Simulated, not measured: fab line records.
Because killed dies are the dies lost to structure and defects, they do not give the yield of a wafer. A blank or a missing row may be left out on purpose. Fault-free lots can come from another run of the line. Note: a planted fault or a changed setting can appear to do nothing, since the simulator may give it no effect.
One fault through the eyes of 3 desks || flow nand-harc || each desk has only its own numbers; what lay behind them comes last

== THE DEFECT DESK ==
For each lot, the counts of the inspections along the route, averaged over the sampled wafers that have a number. Marked OUT: a lot whose mean sits more than 4 standard deviations from the usual mean, which makes it out of limits; the brackets give that distance.
Columns: A = raw-defect-count at NHARC_A_START_INSPECT_01, usual 3.6; B = raw-defect-count at NHARC_A_SOURCE_PLATE_INSPECT_08, usual 64; C = raw-defect-count at NHARC_A_CHANNEL_HOLE_D1_INSPECT_12, usual 6
{"lot": "L622", "first seen here": "day 6 15:40", "A": 3.0, "B": 58, "C": 6}
{"lot": "L621", "first seen here": "day 6 15:57", "A": 2.7, "B": 75, "C": 8}
{"lot": "L623", "first seen here": "day 7 02:05", "A": 4.7, "B": 74, "C": 5}
{"lot": "L624", "first seen here": "day 7 03:04", "A": 5.3, "B": 55, "C": 6}
{"lot": "L625", "first seen here": "day 7 12:40", "A": 2.0, "B": 52, "C": 5}
{"lot": "L630", "first seen here": "day 8 17:20", "A": 5.0, "B": 120, "C": 8}
{"lot": "L631", "first seen here": "day 9 10:38", "A": 3.0, "B": 56, "C": 1}
{"lot": "L634", "first seen here": "day 9 13:41", "A": 5.0, "B": 37, "C": 3}
{"lot": "L633", "first seen here": "day 9 20:58", "A": 3.5, "B": 76, "C": 10}
{"lot": "L635", "first seen here": "day 9 22:17", "A": 4.0, "B": 82, "C": 6}
{"lot": "L636", "first seen here": "day 10 05:22", "A": 2.3, "B": 41, "C": 6}
{"lot": "L638", "first seen here": "day 10 21:10", "A": 4.0, "B": 53, "C": 4}
{"lot": "L640", "first seen here": "day 11 03:17", "A": 1.7, "B": 89, "C": 8}
{"lot": "L642", "first seen here": "day 11 12:33", "A": 3.0, "B": 84, "C": 10}
{"lot": "L643", "first seen here": "day 12 01:56", "A": 3.7, "B": 42, "C": 3}
This desk's verdict: no lot among the 15 shows anything out of limits.

== FROM THE METROLOGY DESK ==
Means of the sampled wafers that have a number, per lot and without regard to the tool the lot ran on: this is what the gauges read. Marked OUT: a lot whose mean sits more than 4 standard deviations from the usual mean, which makes it out of limits; the brackets give that distance.
Columns: A = thk-nm at NHARC_A_ONON_D1_THK_MEAS_24, usual 1001 nm
{"lot": "L621", "first seen here": "day 8 02:30", "A": 994}
{"lot": "L622", "first seen here": "day 8 02:30", "A": 1007}
{"lot": "L624", "first seen here": "day 8 14:38", "A": 1005}
{"lot": "L623", "first seen here": "day 8 14:40", "A": 1013}
{"lot": "L625", "first seen here": "day 9 00:53", "A": 998}
{"lot": "L630", "first seen here": "day 10 10:19", "A": "1157 (+19) OUT"}
{"lot": "L631", "first seen here": "day 10 22:47", "A": "1234 (+28) OUT"}
{"lot": "L634", "first seen here": "day 10 23:04", "A": 1005}
{"lot": "L633", "first seen here": "day 11 09:08", "A": "1228 (+27) OUT"}
{"lot": "L635", "first seen here": "day 11 09:10", "A": 1011}
{"lot": "L636", "first seen here": "day 11 19:37", "A": 1010}
{"lot": "L638", "first seen here": "day 12 09:21", "A": 993}
{"lot": "L640", "first seen here": "day 12 18:26", "A": 996}
{"lot": "L642", "first seen here": "day 13 02:19", "A": 998}
{"lot": "L643", "first seen here": "day 13 11:41", "A": 998}
Finding of this desk: L630, L631, L633 out of limits; the first was L630 at day 10 10:19, on thk-nm at NHARC_A_ONON_D1_THK_MEAS_24. Within limits: L621, L622, L624, L623, L625, L634, L635, L636, L638, L640, L642, L643.

== DESK OF THE TOOL OWNER: pecvd-onon-03 ==
The tool's own readings at NHARC_A_ONON_D1_DEP_22 (target thk 1000 nm): means of the sampled wafers that have a number, for each lot that ran on this tool. Marked OUT: a lot whose mean sits more than 4 standard deviations from the usual mean, which makes it out of limits; the brackets give that distance.
Columns: A = nh3-flow-sccm at NHARC_A_ONON_D1_DEP_22, usual 500.1 sccm
{"lot": "L621", "first seen here": "day 8 01:59", "A": 499.3}
{"lot": "L625", "first seen here": "day 9 00:23", "A": 500.2}
{"lot": "L630", "first seen here": "day 10 09:49", "A": 499.9}
{"lot": "L631", "first seen here": "day 10 22:30", "A": 500.6}
{"lot": "L633", "first seen here": "day 11 08:51", "A": 501.0}
This desk's verdict: no lot among the 5 shows anything out of limits.

== BROUGHT TOGETHER ==
Metrology desk: alarm possible at day 10 10:19 on L630, L631, L633.
The defect desk saw nothing out of limits.
The desk of the tool owner found nothing out of limits.
The defect desk has L630, L631, L633 on record, within its limits.
The tool owner's desk has L630, L631, L633 on record, within its limits.
NHARC_A_ONON_D1_DEP_22 was run on pecvd-onon-03 by each of the lots named.

== WHAT HAD BEEN PUT IN BY THE SIMULATOR ==
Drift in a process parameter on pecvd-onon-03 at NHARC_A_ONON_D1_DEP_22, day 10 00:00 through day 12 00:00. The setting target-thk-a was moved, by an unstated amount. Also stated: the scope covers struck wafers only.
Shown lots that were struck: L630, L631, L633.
Time in hours between the start of the fault and the first out-of-limits reading at each desk: metrology desk, 10.
